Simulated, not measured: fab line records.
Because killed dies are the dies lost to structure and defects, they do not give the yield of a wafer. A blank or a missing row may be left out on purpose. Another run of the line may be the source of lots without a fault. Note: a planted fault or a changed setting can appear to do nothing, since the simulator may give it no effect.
The same fault as seen by 2 desks | flow n5 finfet | only its own numbers are on each desk; what lay behind them is given at the end

## TOOL OWNER'S DESK, implanter-01
N5_WELL_APT_IMPLANT_32, tool's own readings: per-lot mean of the sampled wafers with a number, covering each lot this tool ran. If a lot's mean is further than 4 standard deviations from the usual mean, the lot is out of limits and carries the mark OUT (the distance appears in the brackets).
Columns: A = beam energy keV at N5_WELL_APT_IMPLANT_32, usual 49.999
lot  | first seen here | A
L998 | day 2 15:41     | 49.981
L999 | day 2 22:11     | 49.995
L106 | day 4 15:29     | 34.475 (-99 or more) OUT
L108 | day 5 03:40     | 34.492 (-99 or more) OUT
Finding of this desk: L106, L108 out of limits; the first was L106 at day 4 15:29, on beam energy keV at N5_WELL_APT_IMPLANT_32. In limits: L998, L999.

## THE METROLOGY DESK
What the gauges read for every lot (on any tool): the sampled wafers with a number, averaged. If a lot's mean is further than 4 standard deviations from the usual mean, the lot is out of limits and carries the mark OUT (the distance appears in the brackets). 7 of its 15 readings are shown: the first one out of limits and those lying furthest out on some lot.
Columns: A = NWELL_OVL at N5_WELL_APT_OVL_MEAS_09, usual -2 nm; B = CJ_N at N5_BEOL_M4_RC_MEAS_101, usual 4.36; C = DIBL_N at N5_BEOL_M4_RC_MEAS_101, usual 36.2 mV/V; D = IOFF_N_LONG at N5_BEOL_M4_RC_MEAS_101, usual 5.54e-05 nA/um; E = ION_N at N5_BEOL_M4_RC_MEAS_101, usual 677 uA/um; F = ION_P at N5_BEOL_M4_RC_MEAS_101, usual 465 uA/um; G = RS_PWELL at N5_BEOL_M4_RC_MEAS_101, usual 3012 ohm/sq
lot  | first seen here | A   | B              | C    | D                   | E   | F   | G
L996 | day 2 02:05     | -1  | 4.30           | 35.7 | 5.94e-05            | 684 | 473 | 3032
L998 | day 2 13:37     | -3  | 4.37           | 36.7 | 5.43e-05            | 672 | 465 | 3022
L999 | day 2 20:01     | 3   | 4.35           | 37.0 | 5.38e-05            | 675 | 460 | 2994
L100 | day 3 01:47     | 1   | 4.33           | 34.7 | 5.64e-05            | 681 | 470 | 3017
L106 | day 4 13:54     | -1  | 5.57 (+14) OUT | 35.9 | 6.84e-05 (+5.4) OUT | 666 | 463 | 3156 (+6.5) OUT
L108 | day 5 01:50     | -4  | 5.50 (+13) OUT | 35.0 | 6.67e-05 (+4.7) OUT | 673 | 468 | 3142 (+5.9) OUT
L112 | day 6 01:35     | -11 | 4.30           | 36.1 | 5.31e-05            | 675 | 464 | 3021
L115 | day 6 19:37     | -2  | 4.38           | 37.4 | 5.47e-05            | 672 | 463 | 3046
L116 | day 7 01:44     | -3  | 4.31           | 37.0 | 5.77e-05            | 681 | 466 | 2982
L117 | day 7 07:50     | -4  | 4.53           | 36.6 | 5.39e-05            | 668 | 456 | 3022
This desk's result: L106, L108 out of limits, first on L106 (CJ_N at N5_BEOL_M4_RC_MEAS_101), day 11 21:41. In limits: L996, L998, L999, L100, L112, L115, L116, L117.

## ALL TOGETHER
The tool owner's desk could have raised an alarm at day 4 15:29, on L106, L108.
An alarm was possible from the metrology desk at day 11 21:41, on L106, L108.
N5_WELL_APT_IMPLANT_32 was run on implanter-01 by each of the lots named.

## WHAT THE SIMULATOR HAD PUT IN
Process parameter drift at N5_WELL_APT_IMPLANT_32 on implanter-01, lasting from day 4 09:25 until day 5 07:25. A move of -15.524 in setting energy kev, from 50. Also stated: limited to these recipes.
Lots struck among those shown: L106, L108.
Counting hours from when the fault started, the first reading out of limits came at 6 for the tool owner's desk and at 180 for the metrology desk.
